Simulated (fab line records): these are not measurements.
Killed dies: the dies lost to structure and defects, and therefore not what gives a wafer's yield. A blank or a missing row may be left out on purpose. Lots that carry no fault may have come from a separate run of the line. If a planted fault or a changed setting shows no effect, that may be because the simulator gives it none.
A lot that was struck, set against a sound lot + flow nand harc + 14 steps out of a route of 1159
Sound: these wafers, L981.3, L981.5, L981.6. Struck: wafers L985.3, L985.5, L985.6. The cause is given at the end.
Order at every step that has rows: each side's tool, ch and its chambers, its first start. Under that, the readings that differ: sound wafers + struck wafers + difference of the means + sigmas: that difference in standard deviations of wafers without a fault.
alike: readings with means less than 2 such deviations apart, plus words and numbers identical on both sides. not compared: withheld readings, readings lacking a value on some wafer, bounds such as >300 that could conceal the same value, and numbers that have no deviation in the record and whose values overlap.
The two part at a step that has a row with sigmas, a row that says differs or no value, or rows on one side only. When numbers do not overlap yet have no deviation, they are printed without sigmas and do not part them. A reading missing from all wafers of one side parts the sides only when that side holds two or more wafers.

first, 1 step without rows for these wafers: NHARC_A_ONON_D1_DEP_06 (target thk 1000 nm).
NHARC_A_ONON_D1_THK_MEAS_08: measures by ellipsometry.
  struck on film metro-01, day 10 21:16; sound on film metro-01, day 9 14:47
  alike: thk nm
next comes 1 step that has no rows for these wafers: NHARC_A_ONON_D1_DEP_09 (target thickness 1000 nm).
NHARC_A_ONON_D1_THK_MEAS_11: measures by ellipsometry.
  struck on film metro-01, day 10 21:50; sound on film metro-01, day 9 15:22
  alike: thk nm
next comes 1 step that has no rows for these wafers: NHARC_A_ONON_D1_DEP_12 (target thickness 1000 nm).
NHARC_A_ONON_D1_THK_MEAS_14: measures by ellipsometry.
  struck on film metro-01, day 10 22:26; sound on film metro-01, day 9 15:55
  alike: thk nm
then, 2 steps without rows for these wafers: NHARC_A_ONON_D1_ANNEAL_15 (time 3600 s); NHARC_A_ONON_D1_DEP_16 (target thk 1000 nm).
NHARC_A_ONON_D1_THK_MEAS_18: measures by ellipsometry.
  struck on film metro-01, day 11 09:17; sound on film metro-01, day 9 23:06
  alike: thk nm
next comes 1 step that has no rows for these wafers: NHARC_A_ONON_D1_DEP_19 (target thickness 1000 nm).
NHARC_A_ONON_D1_THK_MEAS_21: measures by ellipsometry.
  struck on film metro-02, day 11 09:52; sound on film metro-01, day 9 23:40
| reading     | sound          | struck      | difference | sigmas |
|-------------|----------------|-------------|------------|--------|
| thk nm (nm) | 1012 1012 1011 | 992 991 992 | -20        | -2     |
NHARC_A_ONON_D1_DEP_22: target thk 1000 nm.
  sound on pecvd onon-04 ch 0, day 9 23:50; struck on pecvd onon-02 ch 0, day 11 10:02
| reading             | sound          | struck         | difference | sigmas |
|---------------------|----------------|----------------|------------|--------|
| n2 flow sccm (sccm) | 2771 2761 2768 | 2758 2748 2735 | -20        | -2     |
NHARC_A_ONON_D1_THK_MEAS_24: measures by ellipsometry.
  struck on film metro-02, day 11 10:37; sound on film metro-01, day 10 00:14
| reading     | sound       | struck         | difference | sigmas |
|-------------|-------------|----------------|------------|--------|
| thk nm (nm) | 997 994 996 | 1054 1056 1056 | +60        | +6     |
  not compared: hold
-- record jumps: 11 days between struck wafers' starts before vs after; left off in module A_ONON_D1, resumes in module END, first step shown is number 1159 of the route --
NHARC_END_SORT_01:
  sound on prober-01 ch 0, day 21 07:34; struck on prober-02 ch 0, day 22 16:11
| reading         | sound    | struck                                                                     | difference                   | sigmas |
|-----------------|----------|----------------------------------------------------------------------------|------------------------------|--------|
| hold            | - - -    | await dispo/3.0h/release await dispo/3.0h/release await dispo/3.0h/release | no value on the sound wafers |        |
| killed at array | 18 18 21 | 653 644 641                                                                | +627                         | +57    |
| killed dies     | 22 21 24 | 658 649 646                                                                | +629                         | +52    |
| killed open     | 3 3 2    | 6 6 9                                                                      | +4                           | +2     |
  alike: killed at other, killed at periphery, killed short

## WHERE THEY PART
Earliest at NHARC_A_ONON_D1_THK_MEAS_21; latest, in this record, at NHARC_END_SORT_01.

WHY: the cause the simulator had injected
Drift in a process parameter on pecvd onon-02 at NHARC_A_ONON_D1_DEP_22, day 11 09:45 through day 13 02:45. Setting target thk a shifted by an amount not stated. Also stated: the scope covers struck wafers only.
